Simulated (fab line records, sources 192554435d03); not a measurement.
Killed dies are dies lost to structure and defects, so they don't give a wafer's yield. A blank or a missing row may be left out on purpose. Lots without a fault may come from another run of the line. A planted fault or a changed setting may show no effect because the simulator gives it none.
Which tool did it? | flow n5_finfet | 9 lots, 27 wafers sampled, at 5 steps of a route of 1938

WHAT THE GAUGES READ, wafer by wafer
N5_BEOL_M4_RC_MEAS_101.
lot  | measured     | on        | DIBL_N (mV/V)
L797 | day 8 02:21  | prober-01 | 37.2 36.6 35.3
L799 | day 8 19:53  | prober-01 | 34.6 35.1 35.3
L800 | day 9 23:38  | prober-01 | 36.5 37.5 36.6
L808 | day 11 23:50 | prober-01 | 37.4 36.5 36.8
L809 | day 12 05:26 | prober-01 | 37.2 35.8 36.2
L810 | day 11 12:14 | prober-01 | 34.5 34.2 33.8
L811 | day 12 12:53 | prober-02 | 37.1 36.4 34.7
L815 | day 13 11:45 | prober-01 | 35.0 35.9 35.8
L817 | day 13 20:59 | prober-02 | 38.3 37.7 38.1

WHICH TOOL RAN EACH LOT (tool, then ch and the chambers of the sampled wafers, then the start)
lot  | N5_HKMG_FIN_STRIP_69                | N5_HKMG_FIN_CMP_94           | N5_GATE_CUT_CUT_ETCH_53          | N5_GATE_CUT_CUT_ETCH_54
L797 | plasma_asher-02 ch 0,1, day 4 12:19 | cmp-02 ch 0,3, day 4 13:43   | rie_metal-03 ch 0,1, day 4 18:25 | rie_metal-03 ch 0,1, day 4 18:29
L799 | plasma_asher-02 ch 1, day 4 19:32   | cmp-02 ch 0,1,2, day 4 20:56 | rie_metal-01 ch 0,1, day 5 01:56 | rie_metal-01 ch 0,1, day 5 01:59
L800 | plasma_asher-01 ch 0,1, day 5 10:33 | cmp-03 ch 0,1,3, day 5 12:00 | rie_metal-03 ch 0,1, day 5 16:38 | rie_metal-03 ch 0,1, day 5 16:41
L808 | plasma_asher-01 ch 0,1, day 7 04:29 | cmp-02 ch 0,3, day 7 05:59   | rie_metal-03 ch 0,1, day 7 10:17 | rie_metal-03 ch 0,1, day 7 10:21
L809 | plasma_asher-01 ch 0,1, day 7 06:14 | cmp-01 ch 1,2,3, day 7 07:38 | rie_metal-03 ch 0,1, day 7 12:32 | rie_metal-03 ch 0,1, day 7 12:36
L810 | plasma_asher-01 ch 0,1, day 7 09:50 | cmp-02 ch 0,1,3, day 7 11:11 | rie_metal-02 ch 0,1, day 7 15:35 | rie_metal-02 ch 0,1, day 7 15:39
L811 | plasma_asher-02 ch 0,1, day 7 18:43 | cmp-01 ch 0,1,3, day 7 20:07 | rie_metal-02 ch 0,1, day 8 00:35 | rie_metal-02 ch 0,1, day 8 00:39
L815 | plasma_asher-02 ch 0,1, day 8 20:04 | cmp-01 ch 0,1,3, day 8 21:30 | rie_metal-01 ch 1, day 9 03:11   | rie_metal-01 ch 1, day 9 03:14
L817 | plasma_asher-01 ch 0,1, day 9 07:22 | cmp-01 ch 0,1,2, day 9 08:49 | rie_metal-02 ch 0,1, day 9 13:11 | rie_metal-02 ch 0,1, day 9 13:14
- N5_HKMG_FIN_STRIP_69: strips in N2/H2, time 360 s.
- N5_HKMG_FIN_CMP_94: polishes, stops on SiNx, t overpolish 4.7 s, target thk 43.299 nm.
- N5_GATE_CUT_CUT_ETCH_53: etches W in SF6/Cl2, target depth 79.2 nm.
- N5_GATE_CUT_CUT_ETCH_54: etches TiN in Cl2/BCl3, target depth 96.7 nm.

THE ANSWER, worked out from the rows above alone
Rule: what is usual is taken from the lots themselves. Put in order of their means at a reading, lots are off if they are a third of the lots or fewer, leave a main group of 4 or more, and stand apart from it by a gap of 3 or more times the standard deviation of the main group's means; of several such gaps the widest counts. A main group whose means are all the same, to the digits that the tables above print for the reading, isn't used. A lot without any number at a reading at which 4 lots or more have one is off too. The other lots that the step has rows for count as sound.
No lot is off at any reading shown: from this, nothing can be told.

WHAT THE SIMULATOR HAD PUT IN
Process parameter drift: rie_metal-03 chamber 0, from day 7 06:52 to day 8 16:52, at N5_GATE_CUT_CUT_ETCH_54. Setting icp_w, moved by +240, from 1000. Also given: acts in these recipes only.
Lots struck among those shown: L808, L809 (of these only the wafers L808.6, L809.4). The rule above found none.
